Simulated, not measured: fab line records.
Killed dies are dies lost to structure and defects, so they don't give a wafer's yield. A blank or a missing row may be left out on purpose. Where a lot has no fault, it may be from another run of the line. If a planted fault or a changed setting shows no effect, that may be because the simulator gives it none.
A lot that was struck, set against a sound lot || flow n5_finfet || 14 out of 1938 route steps
Sound: these wafers, L644.1, L644.4, L644.6. The struck wafers were L633.1, L633.2, L633.6. At the end, the cause is stated.
For every step that has rows: the tool of each side, followed by ch and its chambers, followed by its first start. Under that, the readings that differ: sound wafers || struck wafers || difference of the means || sigmas: that difference in standard deviations of wafers without a fault.
alike: same words and numbers on both sides, and readings whose means sit less than 2 such deviations apart. not compared: any withheld reading, any reading some wafer has no value for, any bound like >300 that may hide the same value, and any number with overlapping values for which the record gives no deviation.
A row with sigmas, a row that says differs or no value, or rows on one side alone: a step with any of these is where the two part. Numbers that have no deviation but don't overlap get no sigmas and don't part them. A reading that every wafer of one side lacks parts them only if that side has two wafers or more.

N5_BEOL_M8_ILD_DEP_00: deposits SiCOH lowk from DEMS/porogen, target thk 179.75 nm, time 33.4 s.
  sound on pecvd-04 ch 0,1, day 15 02:40; struck on pecvd-04 ch 0,1,2, day 12 16:46
  alike: heater_power_w, showerhead_plenum_p_Torr, throttle_valve_pct
N5_BEOL_M8_CURE_74: cures SiCOH lowk, time 240 s.
  sound on uv_cure-03 ch 0, day 15 02:44; struck on uv_cure-03 ch 1, day 12 16:50
  alike: lamp_power_pct, wafer_temp_C_max
N5_BEOL_M8_THK_MEAS_01:
  struck on film_metro-02, day 12 17:20; sound on film_metro-02, day 15 03:14
  alike: M8_ILD_THK
N5_BEOL_M8_PECVD_70: deposits SiO2 from TEOS/O2, target thk 20 nm, time 22.7 s.
  sound on pecvd-02 ch 0,2, day 15 03:17; struck on pecvd-03 ch 0,1, day 12 17:23
{"reading": "throttle_valve_pct (%)", "sound": "22.1 20.9 22.3", "struck": "23.7 24.5 24.6", "difference": "+2.5", "sigmas": "+2"}
  alike: heater_power_w, showerhead_plenum_p_Torr
N5_BEOL_M8_HM_DEP_02: deposits TiN, target thk 20 nm.
  struck on pvd_sputter-03, day 12 18:18; sound on pvd_sputter-02, day 15 04:27
  alike: throttle_valve_pct
then, 7 steps without rows for these wafers: N5_BEOL_M8_COAT_59 (time 60 s, resist thk 100 nm); N5_BEOL_M8_COAT_60 (time 60 s, resist thk 35 nm); N5_BEOL_M8_COAT_05 (resist thk 90 nm); N5_BEOL_M8_EBR_07; N5_BEOL_M8_SOFTBAKE_06 (time 60 s); N5_BEOL_M8_EXPOSE_08 (exposes mask M8); N5_BEOL_M8_PEB_09 (peb time 60 s).
N5_BEOL_M8_DEVELOP_10: develop time 30 s.
  struck on litho_track-03, day 12 18:37; sound on litho_track-03 ch 0, day 15 04:53
  no value came back on the struck wafers for chill_plate_temp_C (C), develop_time_s (s); on the sound wafers chill_plate_temp_C (C) reads 23.01 22.92 22.94
{"reading": "model.CAR-ArF_of_BEOL_M8_COAT_05.thk_nm (nm)", "sound": "88.4 88.2 88.4", "struck": "89.6 90 89.4", "difference": "+1.3", "sigmas": ""}
N5_BEOL_M8_CD_MEAS_11: the cd target is 38.5 nm.
  sound on cd_sem-03 ch 0, day 15 04:57; struck on cd_sem-03 ch 0, day 12 18:40
{"reading": "cd_nm (nm)", "sound": "39.1 38.5 39.2", "struck": "- - -", "difference": "no value on the struck wafers", "sigmas": ""}

== WHERE THEY PART ==
At N5_BEOL_M8_PECVD_70 first; at N5_BEOL_M8_CD_MEAS_11 last (within this record only).

WHY: the cause the simulator had injected
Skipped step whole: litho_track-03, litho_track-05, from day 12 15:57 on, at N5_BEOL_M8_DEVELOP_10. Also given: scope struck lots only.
